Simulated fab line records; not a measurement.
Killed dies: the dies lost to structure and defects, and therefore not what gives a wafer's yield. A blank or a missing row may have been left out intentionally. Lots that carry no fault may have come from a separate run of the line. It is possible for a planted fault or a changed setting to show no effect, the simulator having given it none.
Matching of chambers | flow n5Finfet | N5_BEOL_M1_ETCH_70 on rieDiel-06: 4 sister chambers
The step etches SOC in N2/H2, target depth 80 nm, overetch 16 nm, time 120 s. 4 wafers are shown with their chamber, then 10 later ones without.

## WAFERS WITH THEIR CHAMBER
wafer  | chamber | showerheadPlenumPTorr (Torr)
L075.3 | 1       | 2.48
L083.3 | 0       | 2.55
L086.4 | 2       | 2.50
L086.5 | 3       | 2.41

## WAFERS MISSING THEIR CHAMBER
wafer  | showerheadPlenumPTorr (Torr)
L086.6 | 2.55
L088.2 | 2.41
L088.4 | 2.55
L088.6 | 2.50
L092.3 | 2.41
L092.4 | 2.55
L092.5 | 2.48
L097.3 | 2.47
L097.5 | 2.72
L097.6 | 2.49

## THE CHAMBER EACH PASSED THROUGH
wafer  | from the rows above               | in truth
L086.6 | can't be placed: 0 or 2 or 1      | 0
L088.2 | can't be placed: 3 or 1 or 2      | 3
L088.4 | can't be placed: 0 or 2 or 1      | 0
L088.6 | can't be placed: 2 or 1 or 0 or 3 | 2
L092.3 | can't be placed: 3 or 1 or 2      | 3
L092.4 | can't be placed: 0 or 2 or 1      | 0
L092.5 | can't be placed: 1 or 2 or 0 or 3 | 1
L097.3 | can't be placed: 1 or 2 or 3 or 0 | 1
L097.5 | can't be placed: 0 or 2 or 1      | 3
L097.6 | can't be placed: 2 or 1 or 0 or 3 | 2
Correctly placed: 0 of 10. From these rows, 10 cannot be placed; in 9 the true chamber is one of the candidates. 0 placed wrongly.
How it was worked out, from the rows above alone: a wafer's distance from a chamber is the root of the sum, over the readings, of the square of ((its reading less the chamber's mean) divided by the reading's scatter). The wafer belongs to the nearest chamber; if the next one is less than 2 further off, it can't be placed. For every chamber, the mean is computed from those of its wafers that are shown. The scatter: with one shown wafer a chamber, the root of the mean of the squares of how far each hidden wafer lies from its nearest shown one.
